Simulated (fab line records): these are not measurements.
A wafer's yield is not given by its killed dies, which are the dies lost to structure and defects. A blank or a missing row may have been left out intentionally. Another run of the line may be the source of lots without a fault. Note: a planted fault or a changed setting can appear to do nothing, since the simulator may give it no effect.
Split-lot experiment | flow n5-finfet | 7 lots, 21 wafers read, on a route of 1938 steps

== ABOUT THE SPLIT ==
At N5_BEOL_M1_ILD_DEP_00 (deposits SiOC from DEMS/O2, target thk 79 nm, time 15.3 s), the setting time-s was moved away from the recipe's 15.3 s on 5 of the 21 wafers read, by -8.9% to +11.8%. This setting was run at the recipe's value on the other wafers.

There is no step in the file separating the split from the reading.

== THE READING ==
At N5_BEOL_M1_THK_MEAS_01: M1_ILD_THK, given in nm. On this fab line, fault-free wafers typically give 79.0 nm with a standard deviation of 1 nm.

wafer  | tool, chamber at the split | time-s as run, s | against the recipe | M1_ILD_THK, nm | against lot-mates on the recipe
L075.1 | pecvd-01, 1                | 15.3             | recipe             | 78.6           | -
L075.2 | pecvd-01, 2                | 17.11            | +11.8%             | 87.7           | +9.1
L075.3 | pecvd-01, 0                | 17.11            | +11.8%             | 88.4           | +9.8
L077.1 | pecvd-01, 2                | 15.3             | recipe             | 78.4           | -
L077.2 | pecvd-01, 0                | 15.3             | recipe             | 77.6           | -
L077.5 | pecvd-01, 0                | 15.3             | recipe             | 79.7           | -
L085.1 | pecvd-01, 0                | 15.3             | recipe             | 77.5           | -
L085.3 | pecvd-01, 1                | 15.3             | recipe             | 78.0           | -
L085.4 | pecvd-01, 0                | 15.3             | recipe             | 79.6           | -
L088.2 | pecvd-04, 1                | 15.3             | recipe             | 78.6           | -
L088.3 | pecvd-04, 0                | 15.3             | recipe             | 78.4           | -
L088.6 | pecvd-04, 2                | 14.11            | -7.8%              | 74.2           | -4.3
L091.2 | pecvd-03, 0                | 15.3             | recipe             | 78.7           | -
L091.3 | pecvd-03, 1                | 15.3             | recipe             | 79.7           | -
L091.6 | pecvd-03, 1                | 15.3             | recipe             | 79.0           | -
L092.1 | pecvd-01, 1                | 14.26            | -6.8%              | 73.3           | -5.4
L092.3 | pecvd-01, 2                | 15.3             | recipe             | 77.8           | -
L092.4 | pecvd-01, 2                | 15.3             | recipe             | 79.6           | -
L097.2 | pecvd-03, 2                | 15.3             | recipe             | 78.2           | -
L097.5 | pecvd-03, 2                | 15.3             | recipe             | 79.2           | -
L097.6 | pecvd-03, 1                | 13.94            | -8.9%              | 71.1           | -7.6

THE FIT
A straight line over all 21 wafers: M1_ILD_THK changes by +0.774 nm for each +1% of time-s; r = +0.98; the points scatter about the line by 0.78 nm.
The same after taking each lot's own level away (the mean of its wafers on the recipe; 21 wafers): +0.776 nm for each +1%; r = +0.98; scatter 0.77 nm.
That fit puts the effect of the largest move of time-s on the reading at 9.2 nm.
Across the lots, their own levels run from 78.37 to 79.13 nm, a range of 0.8 times the standard deviation given above.
So the lot-to-lot level changes the slope little: the two slopes agree.
Check: +9.33 nm against its lot-mates is what the line predicts for one of the wafers moved furthest among these (+11.8%) when that wafer is left out of the fit. Against them it came out at +9.1 nm.

== OTHER SPLITS APPLIED TO THESE WAFERS ==
Before the reading, these wafers also passed through other splits. Each is held against what the fit with the lots' levels taken away leaves over:
other split on the same wafers            | wafers away from the commonest value | r with M1_ILD_THK (lot level and that fit taken away)
N5_BEOL_M0_SAQP_SPACER1_ALD_98 ald-cycles | 8                                    | -0.38
N5_BEOL_M0_SAQP_ETCH_107 bias-w           | 10                                   | -0.05
N5_BEOL_M0_DEP_125 time-s                 | 8                                    | +0.16

== THE WHOLE CHAIN: every reading that the file lists as answering this split, in the file's order ==
step                   | what it does                                              | reading                                                                            | change (the file's fit)               | r (the file's)
N5_BEOL_M1_ILD_DEP_00  | deposits SiOC from DEMS/O2, target thk 79 nm, time 15.3 s | SiOC_of_BEOL_M1_ILD_DEP_00.thk-nm (the simulator's own value, which no gauge read) | +0.773 nm for each +1% of the setting | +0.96
N5_BEOL_M1_THK_MEAS_01 |                                                           | M1_ILD_THK                                                                         | +0.767 for each +1% of the setting    | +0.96

== THE FILE'S OWN FIT ==
M1_ILD_THK changes by +0.767 nm for each +1% of time-s, r = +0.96.
